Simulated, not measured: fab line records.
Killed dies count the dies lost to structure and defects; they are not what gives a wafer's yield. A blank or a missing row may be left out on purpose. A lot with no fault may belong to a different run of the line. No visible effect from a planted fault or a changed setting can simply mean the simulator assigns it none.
fab line records    flow nand-harc
record lots=14  wafers=42  last-day=34
route steps=1302 shown A_M0@1166 A_M1@1180 A_BONDPAD@1203
lots with no fault: from the same line, run without faults
start-h: hours from the record's opening day to when the first of the lot's shown wafers began    wait-h: hours from the lot's prior step to this one    " unchanged from the row above    L1.1+2: one row covering several wafers at once    - no value present, or no start provided    * or withheld: withheld    < > ~ a bound
route shown NAME@n: NAME is a module with steps in the file, n the number in the route of the first one    usual: mean/standard deviation of fault-free wafers    same: alike in all rows    chamber/n: place in a boat    sites: each site's reading    _std_site: standard deviation of those values    _edge_site: outer sites' mean less inner sites'    radius-mm: for every site, how far away it sits from the centre of the wafer    mask NAME#n: copy n    behind: the last tool/chamber to shape the wafer    hold: why the lot went on hold/how many hours it stayed there/how the hold came to an end    device: which transistor (n, p or np) failed to switch    end of line: the same wafers' tests at the end of the route    step lacking rows: just its recipe    killed: dies lost to structure and defects at the first sort, not the wafer's yield    map: dies across one wafer; x = killed, . = not, _ = none there
set.NAME: the setting that was run; set.NAME@STEP: the one run at that earlier step    model.NAME: the simulator's own value behind a step, which no gauge read
steps of the route over a sample of lots; a table a step, a row a wafer
services: a tool's chamber out of use, with start hour (start-h, from the record's first day; less than 0 if before it), hours out, and reason
## steps
# step NHARC_A_M0_INSPECT_27
# usual raw-defect-count=536/130
lot.wafer  tool               chamber  start-h  wait-h  raw-defect-count
L406.1     defect-inspect-01  -        528.93   0.0     617
L406.2     "                  -        "        "       719
L406.3     "                  -        "        "       468
L407.1     defect-inspect-01  -        530.81   0.0     397
L407.2     "                  -        "        "       658
L407.4     "                  -        "        "       419
L408.3     defect-inspect-02  -        535.41   0.0     545
L408.5     "                  -        "        "       531
L408.6     "                  -        "        "       496
L409.1     defect-inspect-02  -        548.37   0.0     566
L409.2     "                  -        "        "       441
L409.3     "                  -        "        "       414
L410.1     defect-inspect-02  -        560.02   0.0     451
L410.4     "                  -        "        "       483
L410.5     "                  -        "        "       450
L422.2     defect-inspect-02  -        667.12   0.0     976
L422.3     "                  -        "        "       431
L422.6     "                  -        "        "       760
L420.2     defect-inspect-01  -        668.99   0.0     352
L420.3     "                  -        "        "       364
L420.6     "                  -        "        "       352
L423.1     defect-inspect-01  -        703.31   0.0     434
L423.3     "                  -        "        "       529
L423.4     "                  -        "        "       529
L424.1     defect-inspect-02  -        707.33   0.0     574
L424.5     "                  -        "        "       517
L424.6     "                  -        "        "       635
L425.1     defect-inspect-02  -        719.02   0.0     925
L425.3     "                  -        "        "       753
L425.5     "                  -        "        "       568
L426.3     defect-inspect-02  -        723.03   0.0     1057
L426.4     "                  -        "        "       597
L426.5     "                  -        "        "       716
L427.1     defect-inspect-02  -        734.89   0.0     370
L427.4     "                  -        "        "       425
L427.5     "                  -        "        "       414
L428.3     defect-inspect-02  -        739.49   0.0     511
L428.4     "                  -        "        "       596
L428.5     "                  -        "        "       572
L429.1     defect-inspect-02  -        762.20   6.0     590
L429.4     "                  -        "        "       451
L429.5     "                  -        "        "       453
# step NHARC_A_M1_OVL_MEAS_10
# recipe pitch-nm=240
# usual overlay-x-nm=-0.1/0.96  overlay-y-nm=0.0/0.97
lot.wafer  tool        chamber  start-h  wait-h  overlay-x-nm  overlay-y-nm
L406.1     overlay-02  -        530.28   -       -0.1          -0.8
L406.2     "           -        "        "       -0.4          -0.5
L406.3     "           -        "        "       -0.4          -0.8
L407.1     overlay-01  -        532.27   -       1.9           0.3
L407.2     "           -        "        "       1.3           0.0
L407.4     "           -        "        "       0.9           0.1
L408.3     overlay-02  -        536.89   -       -1.7          -0.4
L408.5     "           -        "        "       -1.6          0.5
L408.6     "           -        "        "       -1.3          0.2
L409.1     overlay-02  -        550.15   -       0.6           -1.8
L409.2     "           -        "        "       0.7           -1.3
L409.3     "           -        "        "       0.6           -1.7
L410.1     overlay-02  -        561.38   -       -0.3          -0.2
L410.4     "           -        "        "       -0.4          0.3
L410.5     "           -        "        "       -1.1          0.2
L422.2     overlay-02  -        668.61   -       0.3           1.1
L422.3     "           -        "        "       0.1           1.8
L422.6     "           -        "        "       0.2           0.7
L420.2     overlay-02  -        670.36   -       -0.5          1.2
L420.3     "           -        "        "       -0.8          1.6
L420.6     "           -        "        "       -0.5          1.1
L423.1     overlay-02  -        704.82   -       0.0           0.8
L423.3     "           -        "        "       0.2           1.2
L423.4     "           -        "        "       0.6           1.4
L424.1     overlay-01  -        708.69   -       1.6           2.1
L424.5     "           -        "        "       1.9           2.0
L424.6     "           -        "        "       1.3           1.5
L425.1     overlay-01  -        720.51   -       -0.8          -1.0
L425.3     "           -        "        "       -0.8          -0.8
L425.5     "           -        "        "       -0.8          -1.1
L426.3     overlay-02  -        724.50   -       -0.6          -0.5
L426.4     "           -        "        "       -0.3          -0.2
L426.5     "           -        "        "       -0.2          -0.2
L427.1     overlay-01  -        736.37   -       1.8           -0.2
L427.4     "           -        "        "       1.6           0.1
L427.5     "           -        "        "       1.7           -0.2
L428.3     overlay-02  -        740.96   -       0.3           0.5
L428.4     "           -        "        "       0.6           0.2
L428.5     "           -        "        "       -0.4          0.2
L429.1     overlay-01  -        763.96   -       -0.8          0.6
L429.4     "           -        "        "       -0.5          0.3
L429.5     "           -        "        "       -0.5          0.2
# step NHARC_A_BONDPAD_CMP_29
# recipe target-thk-nm=200  material=SiCN
# usual edge-zone-pressure-frac=0.999/0.0052  motor-current-A=11.8/1
lot.wafer  tool    chamber  start-h  wait-h  edge-zone-pressure-frac  motor-current-A
L406.3     cmp-04  0        534.10   -       0.999                    14.2
L406.2     "       1        "        "       0.999                    10.7
L406.1     "       3        "        "       0.993                    11.2
L407.1     cmp-02  0        536.10   -       0.992                    11.7
L407.4     "       1        "        "       0.997                    11.2
L407.2     "       2        "        "       1.006                    12.6
L408.3     cmp-02  0        540.81   -       1.001                    12.0
L408.5     "       2        "        "       0.998                    12.0
L408.6     "       3        "        "       0.995                    12.6
L409.3     cmp-03  0        553.95   -       1.001                    11.4
L409.2     "       1        "        "       0.996                    11.9
L409.1     "       3        "        "       0.996                    12.6
L410.4     cmp-03  2        565.21   -       0.989                    11.8
L410.1     "       0        "        "       1.008                    11.4
L410.5     "       2        "        "       0.995                    10.8
L422.3     cmp-04  2        672.38   -       -                        -
L422.2     "       0        "        "       -                        -
L422.6     "       3        "        "       -                        -
L420.2     cmp-04  1        674.29   -       -                        -
L420.3     "       3        "        "       -                        -
L420.6     "       1        "        "       -                        -
L423.4     cmp-02  1        708.64   -       1.001                    11.6
L423.1     "       2        "        "       0.996                    13.1
L423.3     "       3        "        "       0.997                    12.3
L424.1     cmp-03  0        712.48   -       1.002                    11.7
L424.5     "       0        "        "       0.996                    10.8
L424.6     "       1        "        "       1.005                    12.8
L425.3     cmp-04  3        724.33   -       0.992                    11.6
L425.1     "       0        "        "       1.006                    13.3
L425.5     "       2        "        "       0.999                    11.1
L426.4     cmp-04  2        728.35   -       0.998                    10.9
L426.3     "       3        "        "       0.998                    12.0
L426.5     "       0        "        "       0.989                    14.0
L427.4     cmp-04  3        740.33   -       1.001                    11.3
L427.1     "       1        "        "       1.001                    10.7
L427.5     "       3        "        "       1.004                    11.1
L428.4     cmp-04  1        744.75   -       0.995                    10.7
L428.3     "       2        "        "       1.002                    11.0
L428.5     "       1        "        "       0.992                    10.9
L429.1     cmp-03  1        768.10   -       0.992                    12.5
L429.4     "       3        "        "       1.001                    12.9
L429.5     "       2        "        "       0.985                    11.3
# step NHARC_A_BONDPAD_THK_MEAS_30
# recipe thk-meas-gauge=ellipsometry
# usual thk-nm=200.2/1.5
lot.wafer  tool           chamber  start-h  wait-h  thk-nm
L406.1     film-metro-01  -        534.36   0.2     199.3
L406.2     "              -        "        "       199.8
L406.3     "              -        "        "       198.7
L407.1     film-metro-02  -        536.32   0.2     200.0
L407.2     "              -        "        "       199.4
L407.4     "              -        "        "       198.8
L408.3     film-metro-02  -        541.01   0.2     199.9
L408.5     "              -        "        "       198.9
L408.6     "              -        "        "       198.6
L409.1     film-metro-01  -        554.20   0.1     201.9
L409.2     "              -        "        "       203.2
L409.3     "              -        "        "       204.8
L410.1     film-metro-01  -        565.47   0.2     204.1
L410.4     "              -        "        "       201.0
L410.5     "              -        "        "       200.7
L422.2     film-metro-01  -        672.63   0.2     248.6
L422.3     "              -        "        "       244.2
L422.6     "              -        "        "       252.9
L420.2     film-metro-02  -        674.51   0.2     244.6
L420.3     "              -        "        "       246.7
L420.6     "              -        "        "       252.8
L423.1     film-metro-01  -        708.89   0.2     199.4
L423.3     "              -        "        "       199.6
L423.4     "              -        "        "       200.1
L424.1     film-metro-01  -        712.73   0.2     198.7
L424.5     "              -        "        "       198.7
L424.6     "              -        "        "       198.8
L425.1     film-metro-02  -        724.53   0.1     201.2
L425.3     "              -        "        "       198.7
L425.5     "              -        "        "       200.7
L426.3     film-metro-02  -        728.55   0.2     200.9
L426.4     "              -        "        "       199.1
L426.5     "              -        "        "       199.7
L427.1     film-metro-02  -        740.55   0.1     201.1
L427.4     "              -        "        "       201.5
L427.5     "              -        "        "       200.9
L428.3     film-metro-02  -        744.98   0.2     200.0
L428.4     "              -        "        "       199.6
L428.5     "              -        "        "       202.5
L429.1     film-metro-02  -        768.34   0.2     204.1
L429.4     "              -        "        "       199.6
L429.5     "              -        "        "       200.5
# step NHARC_A_BONDPAD_CD_MEAS_09
# recipe target-cd-nm=500  landing-energy-ev=500
# usual cd-nm=500.0/1.5
lot.wafer  tool       chamber  start-h  wait-h  cd-nm
L406.1     cd-sem-02  0        534.80   -       499.5
L406.2     "          0        "        "       497.2
L406.3     "          0        "        "       500.0
L407.1     cd-sem-01  0        536.89   -       499.3
L407.2     "          0        "        "       498.5
L407.4     "          0        "        "       499.2
L408.3     cd-sem-01  0        541.47   -       501.8
L408.5     "          0        "        "       501.0
L408.6     "          0        "        "       502.1
L409.1     cd-sem-01  0        554.76   -       499.3
L409.2     "          0        "        "       501.2
L409.3     "          0        "        "       499.1
L410.1     cd-sem-03  0        565.91   -       502.9
L410.4     "          0        "        "       503.2
L410.5     "          0        "        "       503.8
L422.2     cd-sem-01  0        673.20   -       499.4
L422.3     "          0        "        "       500.1
L422.6     "          0        "        "       499.5
L420.2     cd-sem-03  0        674.96   -       500.0
L420.3     "          0        "        "       500.0
L420.6     "          0        "        "       500.2
L423.1     cd-sem-01  0        709.33   -       498.6
L423.3     "          0        "        "       498.7
L423.4     "          0        "        "       500.2
L424.1     cd-sem-02  0        713.17   -       500.7
L424.5     "          0        "        "       501.5
L424.6     "          0        "        "       499.7
L425.1     cd-sem-01  0        725.09   -       498.4
L425.3     "          0        "        "       498.3
L425.5     "          0        "        "       499.0
L426.3     cd-sem-01  0        729.12   -       502.7
L426.4     "          0        "        "       501.8
L426.5     "          0        "        "       500.8
L427.1     cd-sem-03  0        741.11   -       501.3
L427.4     "          0        "        "       501.8
L427.5     "          0        "        "       502.9
L428.3     cd-sem-01  0        745.55   -       497.0
L428.4     "          0        "        "       498.5
L428.5     "          0        "        "       500.5
L429.1     cd-sem-02  0        768.79   -       497.5
L429.4     "          0        "        "       498.7
L429.5     "          0        "        "       497.8
## services
tool    chamber  start-h  hours  kind
cmp-02  -        526.59   4.0    pm
cmp-02  -        533.52   2.0    repair
cmp-04  -        536.09   5.5    repair
cmp-03  -        554.10   4.0    pm
cmp-04  -        556.81   1.5    repair
cmp-04  -        563.65   2.1    repair
cmp-02  -        588.94   1.4    repair
cmp-04  -        601.13   4.0    pm
cmp-04  -        605.13   -      consumable-replace:conditioner
cmp-04  -        618.99   3.7    repair
cmp-02  -        624.59   4.0    pm
cmp-04  -        634.11   3.0    repair
cmp-03  -        649.12   0.9    repair
cmp-03  -        652.20   4.0    pm
cmp-04  -        661.18   2.8    repair
cmp-04  -        674.92   0.2    repair
cmp-02  -        681.33   1.7    repair
cmp-04  -        699.13   4.0    pm
cmp-04  -        703.60   1.7    repair
cmp-02  -        711.76   4.5    repair
cmp-03  -        720.94   5.8    repair
cmp-02  -        722.59   4.0    pm
cmp-03  -        744.59   0.9    repair
cmp-03  -        750.27   4.0    pm
## key
first-sign step=NHARC_A_BONDPAD_CMP_29  reading=tool-record  direction=missing
effect step=NHARC_A_BONDPAD_THK_MEAS_30  reading=thk-nm  direction=up  sigmas=33  usual=200.2  struck=248.3
met-at NHARC_A_BONDPAD_CMP_29
struck-lots L420,L422
later-rows-left-out L420.2,L420.3,L420.6,L422.2,L422.3,L422.6
sort-left-out L420.2,L420.3,L420.6,L422.2,L422.3,L422.6
not-acting-at NHARC_A_M0_INSPECT_27,NHARC_A_M1_OVL_MEAS_10,NHARC_A_BONDPAD_CD_MEAS_09
onset-between 534.10 672.38
fault kind=skipped-step-whole  tool=cmp-04  chamber=-  onset-h=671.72  steps=NHARC_A_BONDPAD_CMP_29  scope=struck-lots-only
# sort-left-out: the simulated sort isn't trusted on such a fault, so these wafers' sort isn't shown, and their yield isn't known
# later-rows-left-out: the simulator's readings of these wafers behind a module that went badly wrong aren't trusted and aren't shown, but for the sort
